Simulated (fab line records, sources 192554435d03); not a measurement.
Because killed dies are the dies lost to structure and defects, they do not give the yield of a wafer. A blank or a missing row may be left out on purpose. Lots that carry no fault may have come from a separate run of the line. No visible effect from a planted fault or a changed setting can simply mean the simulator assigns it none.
Split-lot trial | flow n5 finfet | on a route of 1938 steps: 7 lots, 39 wafers read

== THE SPLIT ITSELF ==
At N5_HKMG_FIN_DEVELOP_11 (develop time 30 s), the setting develop time s was moved away from the recipe's 30 s on 18 of the 39 wafers read, by -58.8% to +29.5%. For the rest of the wafers, this setting stayed at what the recipe calls for.

The file shows no step between the split and the reading.

== THE READING ==
At N5_HKMG_FIN_CD_MEAS_12: cd nm in nanometres, against a target cd of 92.8 nm. A value of 92.9 nm with a standard deviation of 0.6 nm is what fault-free wafers of this fab line usually give.

wafer  | tool, chamber at the split | develop time s as run, s | against the recipe | cd nm, nm | against lot-mates on the recipe
L077.1 | litho track-01, 0          | 35.02                    | +16.7%             | 94.5      | +1.6
L077.2 | litho track-01, 0          | 30                       | recipe             | 92.2      | -
L077.3 | litho track-01, 0          | 35.02                    | +16.7%             | 93.8      | +0.9
L077.4 | litho track-01, 0          | 35.02                    | +16.7%             | 94.3      | +1.4
L077.5 | litho track-01, 0          | 30                       | recipe             | 93.4      | -
L077.6 | litho track-01, 0          | 30                       | recipe             | 93.2      | -
L080.3 | litho track-02, 0          | 30                       | recipe             | 93.1      | -
L080.4 | litho track-02, 0          | 30                       | recipe             | 91.5      | -
L080.6 | litho track-02, 0          | 30                       | recipe             | 92.4      | -
L081.1 | litho track-01, 0          | 30                       | recipe             | 93.4      | -
L081.2 | litho track-01, 0          | 30                       | recipe             | 92.5      | -
L081.3 | litho track-01, 0          | 12.35                    | -58.8%             | 89.0      | -3.9
L081.4 | litho track-01, 0          | 12.35                    | -58.8%             | 87.8      | -5.1
L081.5 | litho track-01, 0          | 12.35                    | -58.8%             | 88.2      | -4.7
L081.6 | litho track-01, 0          | 30                       | recipe             | 92.8      | -
L088.1 | litho track-01, 0          | 30                       | recipe             | 93.6      | -
L088.2 | litho track-01, 0          | 19.12                    | -36.3%             | 90.6      | -2.2
L088.3 | litho track-01, 0          | 19.12                    | -36.3%             | 90.1      | -2.7
L088.4 | litho track-01, 0          | 30                       | recipe             | 92.4      | -
L088.5 | litho track-01, 0          | 19.12                    | -36.3%             | 91.2      | -1.6
L088.6 | litho track-01, 0          | 30                       | recipe             | 92.5      | -
L090.1 | litho track-05, 0          | 30                       | recipe             | 92.4      | -
L090.2 | litho track-05, 0          | 38.84                    | +29.5%             | 94.9      | +2.3
L090.3 | litho track-05, 0          | 38.84                    | +29.5%             | 93.7      | +1.1
L090.4 | litho track-05, 0          | 30                       | recipe             | 92.9      | -
L090.5 | litho track-05, 0          | 30                       | recipe             | 92.4      | -
L090.6 | litho track-05, 0          | 38.84                    | +29.5%             | 93.7      | +1.1
L096.1 | litho track-02, 0          | 17.54                    | -41.5%             | 89.7      | -2.5
L096.2 | litho track-02, 0          | 30                       | recipe             | 92.4      | -
L096.3 | litho track-02, 0          | 30                       | recipe             | 92.3      | -
L096.4 | litho track-02, 0          | 17.54                    | -41.5%             | 89.6      | -2.6
L096.5 | litho track-02, 0          | 17.54                    | -41.5%             | 89.7      | -2.5
L096.6 | litho track-02, 0          | 30                       | recipe             | 91.9      | -
L097.1 | litho track-01, 0          | 13.75                    | -54.2%             | 89.1      | -4.4
L097.2 | litho track-01, 0          | 30                       | recipe             | 93.4      | -
L097.3 | litho track-01, 0          | 30                       | recipe             | 93.6      | -
L097.4 | litho track-01, 0          | 13.75                    | -54.2%             | 88.6      | -4.9
L097.5 | litho track-01, 0          | 30                       | recipe             | 93.6      | -
L097.6 | litho track-01, 0          | 13.75                    | -54.2%             | 90.5      | -3.0

THE FIT
A straight line over all 39 wafers: cd nm changes by +0.0666 nm for each +1% of develop time s; r = +0.94; the points scatter about the line by 0.63 nm.
The same after taking each lot's own level away (the mean of its wafers on the recipe; 39 wafers): +0.0697 nm for each +1%; r = +0.96; scatter 0.54 nm.
That fit puts the effect of the largest move of develop time s on the reading at 4.1 nm.
From 92.20 to 93.53 nm: that is the span of the lots' own levels, equal to 2.2 times the standard deviation above.
Consequently the slope shifts little with the lot-to-lot level, the two slopes agreeing.
Check: with one of the wafers moved furthest among these (-58.8%) left out of the fit, the line predicts -4.17 nm for it against its lot-mates. It came out at -3.9 nm against them.

== THE OTHER SPLITS THESE WAFERS WENT THROUGH ==
Other splits were also applied to these wafers ahead of the reading. Each is held against what the fit with the lots' levels taken away leaves over:
other split on the same wafers | wafers away from the commonest value | r with cd nm (lot level and that fit taken away)
N5_ZERO_LAYER_PECVD_02 time s  | 15                                   | +0.07
N5_FIN_SAQP_PECVD_06 time s    | 18                                   | -0.04

== THE FILE'S OWN FIT ==
cd nm changes by +0.0705 nm for each +1% of develop time s, r = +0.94.
